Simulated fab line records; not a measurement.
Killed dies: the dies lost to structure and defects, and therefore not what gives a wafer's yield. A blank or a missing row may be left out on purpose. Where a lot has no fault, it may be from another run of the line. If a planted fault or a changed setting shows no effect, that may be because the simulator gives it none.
Shared-tool check | flow n5-finfet | 10 lots and 30 wafers in the sample

WHY IT WAS OPENED
Of 10 lots, 3 have the reading M4_OVL flagged at N5_BEOL_M4_OVL_MEAS_12. Wafers without a fault read -0.2 nm, standard deviation 0.61.
Rule: a lot is flagged when every wafer of it that has a number lies more than 4 standard deviations from that mean, or none has a number. The rest of the lots are taken to be sound.

lot  | measured     | on         | M4_OVL (nm), wafer by wafer | flag
L676 | day 8 16:54  | overlay-01 | 1.1 0.0 0.3                 |
L679 | day 9 22:03  | overlay-02 | -1.4 -0.5 -0.9              |
L682 | day 10 14:52 | overlay-01 | -0.8 -0.8 -0.7              |
L683 | day 10 19:57 | overlay-02 | 5.6 5.4 5.9                 | FLAGGED
L684 | day 11 03:56 | overlay-02 | 6.4 6.4 5.5                 | FLAGGED
L689 | day 13 00:19 | overlay-02 | -0.9 -0.5 -0.9              |
L688 | day 13 00:31 | overlay-02 | -0.7 -0.5 -0.3              |
L678 | day 13 12:35 | overlay-01 | 5.4 4.8 7.0                 | FLAGGED
L690 | day 14 09:59 | overlay-01 | -0.2 0.7 0.0                |
L698 | day 14 23:47 | overlay-01 | 0.4 -0.6 0.0                |
Average over the flagged lots: 5.8 nm; offset from the usual +6.0 nm, equal to +10 standard deviations.

WHICH TOOL RAN EACH LOT
Before the reading, the record contains 3 process steps out of a 1938-step route. Each cell gives the tool, then ch followed by the chambers the sampled wafers passed through, then the start.
lot  | flag    | N5_BEOL_M3_CMP_52             | N5_BEOL_M4_HM_DEP_02         | N5_BEOL_M4_EXPOSE_08
L676 |         | cmp-01 ch 0,2,3, day 8 15:07  | pvd-sputter-03, day 8 16:21  | euv-scanner-01 ch 0, day 8 16:44
L679 |         | cmp-01 ch 0,3, day 9 20:37    | pvd-sputter-02, day 9 21:29  | euv-scanner-01 ch 0, day 9 21:53
L682 |         | cmp-02 ch 0,1,3, day 10 13:30 | pvd-sputter-03, day 10 14:19 | euv-scanner-02 ch 0, day 10 14:43
L683 | FLAGGED | cmp-02 ch 0,2, day 10 17:10   | pvd-sputter-03, day 10 19:24 | euv-scanner-01 ch 0, day 10 19:47
L684 | FLAGGED | cmp-04 ch 0,1,3, day 11 01:32 | pvd-sputter-03, day 11 03:28 | euv-scanner-01 ch 0, day 11 03:46
L689 |         | cmp-01 ch 0,1,3, day 12 20:46 | pvd-sputter-02, day 12 23:46 | euv-scanner-02 ch 0, day 13 00:09
L688 |         | cmp-02 ch 1,2,3, day 12 22:17 | pvd-sputter-01, day 13 00:05 | euv-scanner-02 ch 0, day 13 00:22
L678 | FLAGGED | cmp-04 ch 0,2, day 13 11:12   | pvd-sputter-02, day 13 12:01 | euv-scanner-01 ch 0, day 13 12:25
L690 |         | cmp-01 ch 0,1,2, day 14 07:57 | pvd-sputter-01, day 14 09:32 | euv-scanner-02 ch 0, day 14 09:49
L698 |         | cmp-04 ch 0,1,3, day 14 21:11 | pvd-sputter-03, day 14 23:14 | euv-scanner-02 ch 0, day 14 23:38
What these steps do:
- N5_BEOL_M3_CMP_52: polishes, stops on SiOC, t overpolish 6.8 s, target thk 40 nm.
- N5_BEOL_M4_HM_DEP_02: deposits TiN, target thk 20 nm.
- N5_BEOL_M4_EXPOSE_08: exposes mask M4.
- N5_BEOL_M4_OVL_MEAS_12

FLAGGED OVER TOTAL, TOOL BY TOOL (the gauges that took the reading come last)
step                   | tool           | lots run | flagged | share of the flagged lots | sound lots run after its first flagged lot
N5_BEOL_M3_CMP_52      | cmp-01         | 4        | 0       | none                      | -
N5_BEOL_M3_CMP_52      | cmp-02         | 3        | 1       | some                      | 1 (L688)
N5_BEOL_M3_CMP_52      | cmp-04         | 3        | 2       | some                      | 1 (L698)
N5_BEOL_M4_HM_DEP_02   | pvd-sputter-01 | 2        | 0       | none                      | -
N5_BEOL_M4_HM_DEP_02   | pvd-sputter-02 | 3        | 1       | some                      | 0
N5_BEOL_M4_HM_DEP_02   | pvd-sputter-03 | 5        | 2       | some                      | 1 (L698)
N5_BEOL_M4_EXPOSE_08   | euv-scanner-01 | 5        | 3       | all                       | 0
N5_BEOL_M4_EXPOSE_08   | euv-scanner-02 | 5        | 0       | none                      | -
N5_BEOL_M4_OVL_MEAS_12 | overlay-01     | 5        | 1       | some                      | 2 (L690,L698)
N5_BEOL_M4_OVL_MEAS_12 | overlay-02     | 5        | 2       | some                      | 2 (L689,L688)

WHAT THE TABLE ALLOWS
In the table, 1 row covers all flagged lots: euv-scanner-01 at N5_BEOL_M4_EXPOSE_08.
- euv-scanner-01 at N5_BEOL_M4_EXPOSE_08: 3 of its 5 lots flagged. Last sound lot L679 at day 9 21:53, first flagged lot L683 at day 10 19:47; a fault beginning in between fits.
One tool is left: euv-scanner-01 at N5_BEOL_M4_EXPOSE_08.

WHAT WAS PUT IN BY THE SIMULATOR
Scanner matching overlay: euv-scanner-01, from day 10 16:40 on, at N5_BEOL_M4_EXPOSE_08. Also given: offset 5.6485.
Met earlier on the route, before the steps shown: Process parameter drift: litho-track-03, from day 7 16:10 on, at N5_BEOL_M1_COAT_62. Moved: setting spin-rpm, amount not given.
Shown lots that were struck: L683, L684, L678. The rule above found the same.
